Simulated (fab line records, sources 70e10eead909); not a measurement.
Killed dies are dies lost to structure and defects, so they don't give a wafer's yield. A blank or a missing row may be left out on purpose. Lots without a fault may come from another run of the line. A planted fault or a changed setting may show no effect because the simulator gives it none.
Which tool did it? | flow nand_harc | 24 lots, 72 wafers sampled, at 6 steps of a route of 1159

WHAT THE GAUGES READ, wafer by wafer
The record holds no reading of a measuring or inspecting step that can be judged against a usual standard deviation.

WHICH TOOL RAN EACH LOT (tool, then ch and the chambers of the sampled wafers, then the start)
lot  | NHARC_A_CHANNEL_FILL_D1_ALD_16   | NHARC_A_CHANNEL_FILL_D1_ETCHBACK_19 | NHARC_A_CHANNEL_FILL_D1_RTA_24   | NHARC_A_STAIRCASE_STRIP_175          | NHARC_A_STAIRCASE_STRIP_205          | NHARC_A_STAIRCASE_TRIM_224
L074 | ald_hk-02 ch 0,2,3, day 9 22:10  | rie_si-03 ch 0,1,3, day 10 09:55    | rtp_anneal-02 ch 0, day 11 09:49 | plasma_asher-01 ch 0,1, day 11 15:06 | plasma_asher-01 ch 0,1, day 11 19:58 | rie_diel-08 ch 1,2,3, no start
L075 | ald_hk-01 ch 1,2,3, day 9 22:11  | rie_si-04 ch 1,2,3, day 10 09:56    | rtp_anneal-01 ch 0, day 11 12:20 | plasma_asher-01 ch 0,1, day 11 17:43 | plasma_asher-02 ch 0,1, day 11 21:29 | rie_diel-01 ch 1,2,3, no start
L076 | ald_hk-02 ch 1,2, day 9 22:20    | rie_si-06 ch 0,3, day 10 09:55      | rtp_anneal-01 ch 0, day 11 09:46 | plasma_asher-02 ch 0,1, day 11 14:51 | plasma_asher-01 ch 0,1, day 11 18:53 | rie_diel-08 ch 0,1,3, no start
L078 | ald_hk-01 ch 0,1,2, day 10 05:06 | rie_si-06 ch 0,1,3, day 10 16:55    | rtp_anneal-02 ch 0, day 11 16:29 | plasma_asher-01 ch 0,1, day 11 23:01 | plasma_asher-02 ch 0,1, day 12 04:57 | rie_diel-08 ch 1,2,3, no start
L077 | ald_hk-02 ch 0,1, day 10 05:07   | rie_si-04 ch 0,2,3, day 10 16:56    | rtp_anneal-01 ch 0, day 11 16:37 | plasma_asher-01 ch 0,1, day 11 22:34 | plasma_asher-02 ch 0,1, day 12 04:26 | rie_diel-01 ch 0,3, no start
L079 | ald_hk-03 ch 0,1, day 10 05:08   | rie_si-03 ch 0,1,3, day 10 16:53    | rtp_anneal-02 ch 0, day 11 16:19 | plasma_asher-02 ch 0,1, day 11 22:17 | plasma_asher-02 ch 0,1, day 12 03:42 | rie_diel-08 ch 0,1,3, no start
L080 | ald_hk-03 ch 0,3, day 10 11:35   | rie_si-04 ch 0,1,2, day 10 23:22    | rtp_anneal-02 ch 0, day 11 23:11 | plasma_asher-02 ch 0,1, day 12 05:55 | plasma_asher-02 ch 0,1, day 12 10:59 | rie_diel-08 ch 1,2,3, no start
L081 | ald_hk-02 ch 0,2,3, day 10 11:38 | rie_si-03 ch 0,1,2, day 10 23:20    | rtp_anneal-01 ch 0, day 11 23:15 | plasma_asher-01 ch 0,1, day 12 05:41 | plasma_asher-01 ch 0,1, day 12 10:49 | rie_diel-07 ch 0,2,3, no start
L082 | ald_hk-01 ch 1,2,3, day 11 20:27 | rie_si-03 ch 0,1,2, day 12 08:07    | rtp_anneal-02 ch 0, day 13 08:05 | plasma_asher-01 ch 0,1, day 13 13:37 | plasma_asher-01 ch 0,1, day 13 17:28 | rie_diel-07 ch 0,1,2, no start
L084 | ald_hk-03 ch 0,1,2, day 11 20:28 | rie_si-04 ch 1,3, day 12 08:07      | rtp_anneal-01 ch 0, day 13 08:05 | plasma_asher-02 ch 0,1, day 13 13:37 | plasma_asher-01 ch 0,1, day 13 17:47 | rie_diel-07 ch 0,2,3, no start
L083 | ald_hk-01 ch 2,3, day 11 23:34   | rie_si-06 ch 0,2,3, day 12 11:27    | rtp_anneal-01 ch 0, day 13 11:58 | plasma_asher-02 ch 0, day 13 18:05   | plasma_asher-01 ch 1, day 13 23:38   | rie_diel-08 ch 0,1,2, no start
L086 | ald_hk-03 ch 0,1, day 12 04:19   | rie_si-03 ch 0,1,2, day 12 16:05    | rtp_anneal-01 ch 0, day 13 16:08 | plasma_asher-01 ch 0,1, day 13 22:37 | plasma_asher-02 ch 0,1, day 14 02:17 | rie_diel-07 ch 2,3, no start
L088 | ald_hk-02 ch 0,2,3, day 12 04:23 | rie_si-06 ch 1,3, day 12 16:04      | rtp_anneal-01 ch 0, day 13 16:20 | plasma_asher-02 ch 0,1, day 13 23:20 | plasma_asher-02 ch 0,1, day 14 03:10 | rie_diel-07 ch 0,3, no start
L085 | ald_hk-01 ch 0,1,3, day 12 08:32 | rie_si-06 ch 0,1,3, day 12 20:10    | rtp_anneal-01 ch 0, day 13 19:34 | plasma_asher-01 ch 0,1, day 14 01:34 | plasma_asher-02 ch 1, day 14 09:29   | rie_diel-08 ch 0,3, no start
L089 | ald_hk-01 ch 0,1, day 12 23:53   | rie_si-04 ch 0,1,3, day 13 11:46    | rtp_anneal-02 ch 0, day 14 11:31 | plasma_asher-01 ch 0,1, day 14 17:33 | plasma_asher-02 ch 0,1, day 14 23:01 | rie_diel-08 ch 0,1,2, no start
L087 | ald_hk-01 ch 0,1,2, day 13 00:03 | rie_si-06 ch 1,2,3, day 13 11:45    | rtp_anneal-01 ch 0, day 14 11:31 | plasma_asher-02 ch 0,1, day 14 17:29 | plasma_asher-01 ch 0,1, day 14 23:25 | rie_diel-01 ch 0,1,3, no start
L090 | ald_hk-02 ch 1,2, day 13 09:15   | rie_si-06 ch 1,2,3, day 13 21:19    | rtp_anneal-01 ch 0, day 14 21:58 | plasma_asher-01 ch 0,1, day 15 05:25 | plasma_asher-02 ch 0,1, day 15 08:59 | rie_diel-07 ch 0,3, no start
L091 | ald_hk-01 ch 0,1,3, day 13 17:34 | rie_si-06 ch 0,1,2, day 14 05:23    | rtp_anneal-02 ch 0, day 15 10:13 | plasma_asher-02 ch 0,1, day 15 15:37 | plasma_asher-01 ch 0,1, day 15 20:02 | rie_diel-01 ch 0,2,3, no start
L092 | ald_hk-02 ch 1,2, day 13 17:34   | rie_si-03 ch 0,1, day 14 05:22      | rtp_anneal-01 ch 0, day 15 10:32 | plasma_asher-01 ch 0,1, day 15 16:02 | plasma_asher-02 ch 0,1, day 15 20:11 | rie_diel-07 ch 2,3, no start
L093 | ald_hk-01 ch 0,2,3, day 14 00:09 | rie_si-06 ch 0,1,3, day 14 12:47    | rtp_anneal-02 ch 0, day 15 13:43 | plasma_asher-01 ch 0,1, day 15 19:25 | plasma_asher-02 ch 0,1, day 15 23:33 | rie_diel-08 ch 2,3, no start
L094 | ald_hk-01 ch 2,3, day 14 00:19   | rie_si-04 ch 1,2,3, day 14 12:50    | rtp_anneal-01 ch 0, day 15 13:48 | plasma_asher-02 ch 0,1, day 15 19:19 | plasma_asher-01 ch 0,1, day 15 23:33 | rie_diel-01 ch 0,2,3, no start
L095 | ald_hk-02 ch 0,1,2, day 14 14:42 | rie_si-04 ch 1,2,3, day 15 03:19    | rtp_anneal-01 ch 0, day 16 04:10 | plasma_asher-01 ch 0,1, day 16 10:19 | plasma_asher-01 ch 0,1, day 16 15:29 | rie_diel-08 ch 1,2,3, no start
L096 | ald_hk-02 ch 0,2,3, day 14 18:57 | rie_si-03 ch 1,3, day 15 07:01      | rtp_anneal-01 ch 0, day 16 08:07 | plasma_asher-01 ch 0,1, day 16 17:10 | plasma_asher-02 ch 0,1, day 16 21:19 | rie_diel-01 ch 0,1,2, no start
L097 | ald_hk-03 ch 0,1,2, day 15 01:37 | rie_si-04 ch 0,1,2, day 15 13:30    | rtp_anneal-02 ch 0, day 16 13:29 | plasma_asher-02 ch 0,1, day 16 19:36 | plasma_asher-01 ch 0,1, day 16 23:10 | rie_diel-01 ch 0,1,2, no start
- NHARC_A_CHANNEL_FILL_D1_ALD_16: deposits SiO2, target thk 1.5 nm, pulse time 10 s, ald cycles 15.
- NHARC_A_CHANNEL_FILL_D1_ETCHBACK_19: etches the open film in HBr/Cl2, target depth 5 nm, time 1.7 s.
- NHARC_A_CHANNEL_FILL_D1_RTA_24: time 5 s.
- NHARC_A_STAIRCASE_STRIP_175: strips in O2.
- NHARC_A_STAIRCASE_STRIP_205: strips in O2.
- NHARC_A_STAIRCASE_TRIM_224: chemistry O2, time 211.2 s.

WHAT THE TOOLS THEMSELVES READ (means of the sampled wafers that have a number; where no wafer has one, the mark that the record gives instead)
NHARC_A_CHANNEL_FILL_D1_ALD_16.
lot  | tool      | heater_power_w (W) | precursor_pulse_height_rel
L074 | ald_hk-02 | 485                | 0.991
L075 | ald_hk-01 | 479                | 0.993
L076 | ald_hk-02 | 515                | 1.012
L078 | ald_hk-01 | 466                | 1.025
L077 | ald_hk-02 | 487                | 0.994
L079 | ald_hk-03 | 497                | 1.012
L080 | ald_hk-03 | 463                | 0.996
L081 | ald_hk-02 | 481                | 0.995
L082 | ald_hk-01 | 472                | 0.996
L084 | ald_hk-03 | 484                | 0.988
L083 | ald_hk-01 | 484                | 0.990
L086 | ald_hk-03 | 499                | 1.000
L088 | ald_hk-02 | 493                | 1.011
L085 | ald_hk-01 | 440                | 1.007
L089 | ald_hk-01 | 425                | 0.980
L087 | ald_hk-01 | 464                | 0.998
L090 | ald_hk-02 | 518                | 0.998
L091 | ald_hk-01 | 439                | 0.986
L092 | ald_hk-02 | 496                | 0.996
L093 | ald_hk-01 | 455                | 1.001
L094 | ald_hk-01 | 492                | 0.989
L095 | ald_hk-02 | 498                | 1.003
L096 | ald_hk-02 | 482                | 0.993
L097 | ald_hk-03 | 487                | 0.997

NHARC_A_CHANNEL_FILL_D1_ETCHBACK_19.
lot  | tool      | drypump_motor_current_A (A) | oes_product_au (a.u.) | throttle_valve_pct (%)
L074 | rie_si-03 | 5.7                         | 0.995                 | 26.409
L075 | rie_si-04 | 6.0                         | 1.001                 | 26.410
L076 | rie_si-06 | 6.2                         | 1.002                 | 26.402
L078 | rie_si-06 | 5.9                         | 0.987                 | 26.408
L077 | rie_si-04 | 5.8                         | 0.997                 | 26.408
L079 | rie_si-03 | 5.7                         | 1.002                 | 26.419
L080 | rie_si-04 | 5.7                         | 1.000                 | 26.391
L081 | rie_si-03 | 5.8                         | 1.006                 | 26.402
L082 | rie_si-03 | 5.8                         | 1.005                 | 26.414
L084 | rie_si-04 | 5.6                         | 1.001                 | 26.400
L083 | rie_si-06 | 5.8                         | 0.996                 | 26.411
L086 | rie_si-03 | 5.8                         | 0.997                 | 26.410
L088 | rie_si-06 | 5.5                         | 0.981                 | 26.402
L085 | rie_si-06 | 5.8                         | 0.986                 | 26.415
L089 | rie_si-04 | 5.4                         | 1.000                 | 26.399
L087 | rie_si-06 | 5.5                         | 0.996                 | 26.411
L090 | rie_si-06 | 5.5                         | 0.991                 | 26.410
L091 | rie_si-06 | 5.6                         | 0.995                 | 26.403
L092 | rie_si-03 | 5.6                         | 0.997                 | 26.410
L093 | rie_si-06 | 5.9                         | 0.997                 | 26.409
L094 | rie_si-04 | 5.9                         | 1.008                 | 26.404
L095 | rie_si-04 | 5.9                         | 1.003                 | 26.411
L096 | rie_si-03 | 5.3                         | 1.001                 | 26.409
L097 | rie_si-04 | 5.7                         | 1.006                 | 26.404

NHARC_A_CHANNEL_FILL_D1_RTA_24.
lot  | tool          | anneal_temp_c_max | lamp_power_pct (%) | lamp_zone_1_pct (%) | lamp_zone_2_pct (%) | wafer_temp_C_max
L074 | rtp_anneal-02 | 1003.4            | 27.7               | 27.6                | 27.7                | 1004.8
L075 | rtp_anneal-01 | 1004.0            | 32.6               | 32.6                | 32.5                | 1004.1
L076 | rtp_anneal-01 | 1005.5            | 32.6               | 32.6                | 32.6                | 1004.7
L078 | rtp_anneal-02 | 1003.4            | 27.7               | 27.7                | 27.7                | 1004.5
L077 | rtp_anneal-01 | 1004.0            | 32.6               | 32.6                | 32.6                | 1004.0
L079 | rtp_anneal-02 | 1004.1            | 27.7               | 27.7                | 27.7                | 1004.3
L080 | rtp_anneal-02 | 1003.5            | 27.7               | 27.7                | 27.7                | 1005.1
L081 | rtp_anneal-01 | 1005.8            | 32.5               | 32.5                | 32.6                | 1003.5
L082 | rtp_anneal-02 | 1003.5            | 27.7               | 27.7                | 27.7                | 1005.3
L084 | rtp_anneal-01 | 1005.4            | 32.6               | 32.6                | 32.6                | 1003.6
L083 | rtp_anneal-01 | 1004.3            | 32.5               | 32.6                | 32.5                | 1004.2
L086 | rtp_anneal-01 | 1004.3            | 32.6               | 32.6                | 32.6                | 1003.9
L088 | rtp_anneal-01 | 1005.1            | 32.6               | 32.6                | 32.6                | 1003.8
L085 | rtp_anneal-01 | 1004.4            | 32.6               | 32.6                | 32.6                | 1002.8
L089 | rtp_anneal-02 | 1003.0            | 27.7               | 27.7                | 27.7                | 1004.8
L087 | rtp_anneal-01 | 1004.8            | 32.5               | 32.5                | 32.5                | 1003.9
L090 | rtp_anneal-01 | 1004.4            | 32.6               | 32.6                | 32.6                | 1004.3
L091 | rtp_anneal-02 | 1002.7            | 27.6               | 27.6                | 27.7                | 1005.2
L092 | rtp_anneal-01 | 1004.7            | 32.6               | 32.6                | 32.6                | 1005.3
L093 | rtp_anneal-02 | 1003.4            | 27.7               | 27.7                | 27.7                | 1003.7
L094 | rtp_anneal-01 | 1003.9            | 32.6               | 32.6                | 32.6                | 1004.3
L095 | rtp_anneal-01 | 1003.9            | 32.6               | 32.6                | 32.6                | 1003.1
L096 | rtp_anneal-01 | 1003.4            | 32.6               | 32.6                | 32.6                | 1005.2
L097 | rtp_anneal-02 | 1003.8            | 27.7               | 27.7                | 27.7                | 1003.8

NHARC_A_STAIRCASE_STRIP_175.
lot  | tool            | drypump_motor_current_A (A) | heater_power_w (W)
L074 | plasma_asher-01 | 5.4                         | 329
L075 | plasma_asher-01 | 5.7                         | 324
L076 | plasma_asher-02 | 6.0                         | 353
L078 | plasma_asher-01 | 5.4                         | 320
L077 | plasma_asher-01 | 5.7                         | 321
L079 | plasma_asher-02 | 5.7                         | 337
L080 | plasma_asher-02 | 6.0                         | 348
L081 | plasma_asher-01 | 5.7                         | 324
L082 | plasma_asher-01 | 5.4                         | 316
L084 | plasma_asher-02 | 5.7                         | 331
L083 | plasma_asher-02 | 5.4                         | 312
L086 | plasma_asher-01 | 5.4                         | 318
L088 | plasma_asher-02 | 5.7                         | 334
L085 | plasma_asher-01 | 5.7                         | 315
L089 | plasma_asher-01 | 5.4                         | 321
L087 | plasma_asher-02 | 5.7                         | 335
L090 | plasma_asher-01 | 5.7                         | 310
L091 | plasma_asher-02 | 5.7                         | 333
L092 | plasma_asher-01 | 5.4                         | 317
L093 | plasma_asher-01 | 5.7                         | 313
L094 | plasma_asher-02 | 5.7                         | 327
L095 | plasma_asher-01 | 5.4                         | 320
L096 | plasma_asher-01 | 5.4                         | 315
L097 | plasma_asher-02 | 5.7                         | 327

NHARC_A_STAIRCASE_STRIP_205.
lot  | tool            | drypump_motor_current_A (A) | heater_power_w (W)
L074 | plasma_asher-01 | 5.4                         | 322
L075 | plasma_asher-02 | 6.0                         | 354
L076 | plasma_asher-01 | 5.4                         | 328
L078 | plasma_asher-02 | 6.1                         | 358
L077 | plasma_asher-02 | 6.0                         | 349
L079 | plasma_asher-02 | 5.7                         | 336
L080 | plasma_asher-02 | 5.7                         | 331
L081 | plasma_asher-01 | 5.7                         | 325
L082 | plasma_asher-01 | 5.7                         | 314
L084 | plasma_asher-01 | 5.7                         | 315
L083 | plasma_asher-01 | 5.2                         | 323
L086 | plasma_asher-02 | 6.0                         | 351
L088 | plasma_asher-02 | 6.0                         | 346
L085 | plasma_asher-02 | 6.3                         | 373
L089 | plasma_asher-02 | 5.7                         | 336
L087 | plasma_asher-01 | 5.7                         | 313
L090 | plasma_asher-02 | 5.7                         | 332
L091 | plasma_asher-01 | 5.4                         | 318
L092 | plasma_asher-02 | 6.0                         | 355
L093 | plasma_asher-02 | 6.0                         | 350
L094 | plasma_asher-01 | 5.7                         | 313
L095 | plasma_asher-01 | 5.7                         | 314
L096 | plasma_asher-02 | 5.7                         | 327
L097 | plasma_asher-01 | 5.7                         | 310

NHARC_A_STAIRCASE_TRIM_224.
lot  | tool        | drypump_motor_current_A (A) | oes_product_au (a.u.) | rf_vpp_V (V) | showerhead_plenum_p_Torr (Torr) | throttle_valve_pct (%)
L074 | rie_diel-08 | 5.7                         | 0.999                 | 56.9         | 3.40                            | 17.037
L075 | rie_diel-01 | 5.5                         | 0.990                 | 57.1         | 3.49                            | 17.028
L076 | rie_diel-08 | 5.6                         | 1.005                 | 57.1         | 3.39                            | 17.036
L078 | rie_diel-08 | 5.7                         | 0.996                 | 56.9         | 3.40                            | 17.034
L077 | rie_diel-01 | 6.3                         | 0.995                 | 56.8         | 3.37                            | 17.039
L079 | rie_diel-08 | 5.6                         | 1.017                 | 57.2         | 3.38                            | 17.029
L080 | rie_diel-08 | 5.7                         | 0.999                 | 57.3         | 3.40                            | 17.036
L081 | rie_diel-07 | 5.7                         | 0.998                 | 59.1         | 3.61                            | 17.032
L082 | rie_diel-07 | 5.8                         | 1.015                 | 57.9         | 3.60                            | 17.034
L084 | rie_diel-07 | 5.7                         | 1.009                 | 57.1         | 3.60                            | 17.037
L083 | rie_diel-08 | 5.8                         | 0.998                 | 57.7         | 3.40                            | 17.038
L086 | rie_diel-07 | 5.7                         | 1.003                 | 57.5         | 3.53                            | 17.034
L088 | rie_diel-07 | 5.6                         | 1.002                 | 57.4         | 3.66                            | 17.039
L085 | rie_diel-08 | 5.6                         | 1.004                 | 55.9         | 3.32                            | 17.040
L089 | rie_diel-08 | 5.8                         | 0.994                 | 56.6         | 3.39                            | 17.039
L087 | rie_diel-01 | 5.7                         | 1.003                 | 56.6         | 3.37                            | 17.042
L090 | rie_diel-07 | 5.7                         | 1.002                 | 58.2         | 3.66                            | 17.039
L091 | rie_diel-01 | 6.0                         | 1.001                 | 56.8         | 3.45                            | 17.044
L092 | rie_diel-07 | 5.7                         | 1.007                 | 58.1         | 3.52                            | 17.033
L093 | rie_diel-08 | 5.9                         | 0.991                 | 58.1         | 3.35                            | 17.039
L094 | rie_diel-01 | 6.0                         | 1.001                 | 57.6         | 3.45                            | 17.028
L095 | rie_diel-08 | 5.7                         | 0.994                 | 56.3         | 3.38                            | 17.040
L096 | rie_diel-01 | 5.9                         | 0.998                 | 57.7         | 3.41                            | 17.038
L097 | rie_diel-01 | 5.9                         | 1.002                 | 57.6         | 3.41                            | 17.039

THE ANSWER, worked out from the rows above alone
Rule: what is usual is taken from the lots themselves. Put in order of their means at a reading, lots are off if they are a third of the lots or fewer, leave a main group of 4 or more, and stand apart from it by a gap of 3 or more times the standard deviation of the main group's means; of several such gaps the widest counts. A main group whose means are all the same, to the digits that the tables above print for the reading, isn't used. A lot without any number at a reading at which 4 lots or more have one is off too. The other lots that the step has rows for count as sound. The gauges are gone through in route order, then the tools' own readings, and for those a lot's mean is taken as printed above. The first step at which some lot is off is used, and at that step the reading that is off furthest; a lot without a number counts as furthest.
No lot is off at any reading shown: from this, nothing can be told.

WHAT THE SIMULATOR HAD PUT IN
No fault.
